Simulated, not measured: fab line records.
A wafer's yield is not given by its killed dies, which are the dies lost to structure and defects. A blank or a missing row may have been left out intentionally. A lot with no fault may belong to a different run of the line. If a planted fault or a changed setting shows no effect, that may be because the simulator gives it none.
Matching of chambers ; flow n5-finfet ; pecvd-04 running N5_FIN_SAQP_HM_DEP_03: 3 sister chambers
The step deposits SiNx from SiH4/NH3/N2, target thk 38 nm, time 33.6 s. 3 wafers are shown with their chamber, then 7 later ones without.

## WAFERS PAIRED WITH THEIR CHAMBERS
wafer;chamber;throttle-valve-pct (%)
L087.6;2;37.1
L092.1;1;38.4
L092.2;0;43.4

## WAFERS MISSING THEIR CHAMBER
wafer;throttle-valve-pct (%)
L092.6;43.4
L093.3;37.5
L093.4;43.5
L093.5;38.2
L094.1;38.2
L094.2;37.6
L094.3;43.5

## THE CHAMBER EACH PASSED THROUGH
wafer;from the rows above;in truth
L092.6;0;0
L093.3;can't be placed: 2 or 1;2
L093.4;0;0
L093.5;1;1
L094.1;1;1
L094.2;can't be placed: 2 or 1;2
L094.3;0;0
Correctly placed: 5 of 7. Can't be placed from these rows: 2 (the true chamber is among the candidates in 2). 0 placed wrongly.
How it was worked out, from the rows above alone: a wafer's distance from a chamber is the root of the sum, over the readings, of the square of ((its reading less the chamber's mean) divided by the reading's scatter). The wafer belongs to the nearest chamber; if the next one is less than 2 further off, it can't be placed. Each chamber's mean is taken over the wafers shown for it. The scatter (one wafer shown for each chamber): square how far every hidden wafer sits from the nearest shown wafer, average those squares and take the square root.
